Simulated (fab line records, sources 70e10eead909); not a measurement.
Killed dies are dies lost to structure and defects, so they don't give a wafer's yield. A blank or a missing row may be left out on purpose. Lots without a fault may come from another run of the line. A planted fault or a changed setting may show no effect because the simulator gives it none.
Which tool did it? | flow nand_harc | 6 lots, 18 wafers sampled, at 5 steps of a route of 1302

WHAT THE GAUGES READ, wafer by wafer
NHARC_END_SORT_01.
lot  | measured     | on        | killed_at_array
L544 | day 30 01:56 | prober-02 | 675 669 673
L543 | day 30 11:25 | prober-01 | 674 673 674

WHICH TOOL RAN EACH LOT (tool, then ch and the chambers of the sampled wafers, then the start)
lot  | NHARC_A_STAIRCASE_STRIP_205          | NHARC_A_STAIRCASE_TRIM_222                    | NHARC_A_STAIRCASE_ETCH_234                    | NHARC_A_STAIRCASE_ETCH_236
L531 | plasma_asher-01 ch 0,1, day 16 08:41 | rie_diel-04 ch 0,1,2, day 16 12:22 or earlier | rie_diel-04 ch 1,2,3, day 16 12:22 or earlier | rie_diel-04 ch 0,3, day 16 12:22
L533 | plasma_asher-01 ch 0,1, day 17 14:43 | rie_diel-05 ch 1,2,3, day 17 18:11 or earlier | rie_diel-05 ch 0,1,2, day 17 18:11 or earlier | rie_diel-05 ch 1,2, day 17 18:11
L535 | plasma_asher-01 ch 0,1, day 18 03:44 | rie_diel-04 ch 0,1,3, day 18 08:56 or earlier | rie_diel-10 ch 0,2,3, day 18 08:56 or earlier | rie_diel-10 ch 0,1,3, day 18 08:56
L544 | plasma_asher-01 ch 0,1, day 21 18:38 | rie_diel-10 ch 0,2, day 22 01:24 or earlier   | rie_diel-10 ch 0,2,3, day 22 01:24 or earlier | rie_diel-10 ch 0,3, day 22 01:24
L543 | plasma_asher-02 ch 0,1, day 21 21:21 | rie_diel-05 ch 0,2,3, day 22 01:16 or earlier | rie_diel-05 ch 0,2,3, day 22 01:16 or earlier | rie_diel-05 ch 2,3, day 22 01:16
L546 | plasma_asher-02 ch 0,1, day 22 17:30 | rie_diel-04 ch 2,3, day 22 20:51 or earlier   | rie_diel-04 ch 1,2,3, day 22 20:51 or earlier | rie_diel-04 ch 0,3, day 22 20:51
- NHARC_A_STAIRCASE_STRIP_205: strips in O2.
- NHARC_A_STAIRCASE_TRIM_222: chemistry O2, time 211.2 s.
- NHARC_A_STAIRCASE_ETCH_234: etches the open film in C4F8/O2, target depth 100 nm, time 40.5 s.
- NHARC_A_STAIRCASE_ETCH_236: etches the open film in C4F8/O2, target depth 100 nm, time 40.5 s.

THE ANSWER, worked out from the rows above alone
Rule: what is usual is taken from the lots themselves. Put in order of their means at a reading, lots are off if they are a third of the lots or fewer, leave a main group of 4 or more, and stand apart from it by a gap of 3 or more times the standard deviation of the main group's means; of several such gaps the widest counts. A main group whose means are all the same, to the digits that the tables above print for the reading, isn't used. A lot without any number at a reading at which 4 lots or more have one is off too. The other lots that the step has rows for count as sound.
No lot is off at any reading shown: from this, nothing can be told.

WHAT THE SIMULATOR HAD PUT IN
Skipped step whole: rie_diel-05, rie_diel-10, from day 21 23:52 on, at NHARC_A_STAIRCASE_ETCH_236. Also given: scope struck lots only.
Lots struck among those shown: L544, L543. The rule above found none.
